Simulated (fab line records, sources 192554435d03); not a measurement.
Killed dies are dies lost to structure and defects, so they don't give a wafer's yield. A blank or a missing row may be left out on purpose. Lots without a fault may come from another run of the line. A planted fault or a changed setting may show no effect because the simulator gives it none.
Chamber matching | flow n5_finfet | N5_BEOL_M0_SAQP_ETCH_88 on rie_diel-02: 4 sister chambers
The step etches underlayer in N2/H2, target depth 6.5 nm, time 5.2 s. 4 wafers are shown with their chamber, then 10 later ones without.

WAFERS WITH THEIR CHAMBER
wafer  | chamber | showerhead_plenum_p_Torr (Torr)
L086.3 | 1       | 2.53
L086.5 | 3       | 2.66
L088.2 | 2       | 2.40
L088.4 | 0       | 2.48

WAFERS WITHOUT THEIR CHAMBER
wafer  | showerhead_plenum_p_Torr (Torr)
L088.5 | 2.40
L089.1 | 2.40
L089.5 | 2.48
L089.6 | 2.53
L094.2 | 2.65
L094.4 | 2.40
L094.5 | 2.48
L095.3 | 2.48
L095.5 | 2.52
L095.6 | 2.40

WHICH CHAMBER EACH WENT THROUGH
wafer  | from the rows above | in truth
L088.5 | 2                   | 2
L089.1 | 2                   | 2
L089.5 | 0                   | 0
L089.6 | 1                   | 1
L094.2 | 3                   | 3
L094.4 | 2                   | 2
L094.5 | 0                   | 0
L095.3 | 0                   | 0
L095.5 | 1                   | 1
L095.6 | 2                   | 2
Placed correctly: 10 of 10. Can't be placed from these rows: 0. Placed wrongly: 0.
How it was worked out, from the rows above alone: a wafer's distance from a chamber is the root of the sum, over the readings, of the square of ((its reading less the chamber's mean) divided by the reading's scatter). The wafer belongs to the nearest chamber; if the next one is less than 2 further off, it can't be placed. A chamber's mean is the mean of its shown wafers. The scatter: with one shown wafer a chamber, the root of the mean of the squares of how far each hidden wafer lies from its nearest shown one.
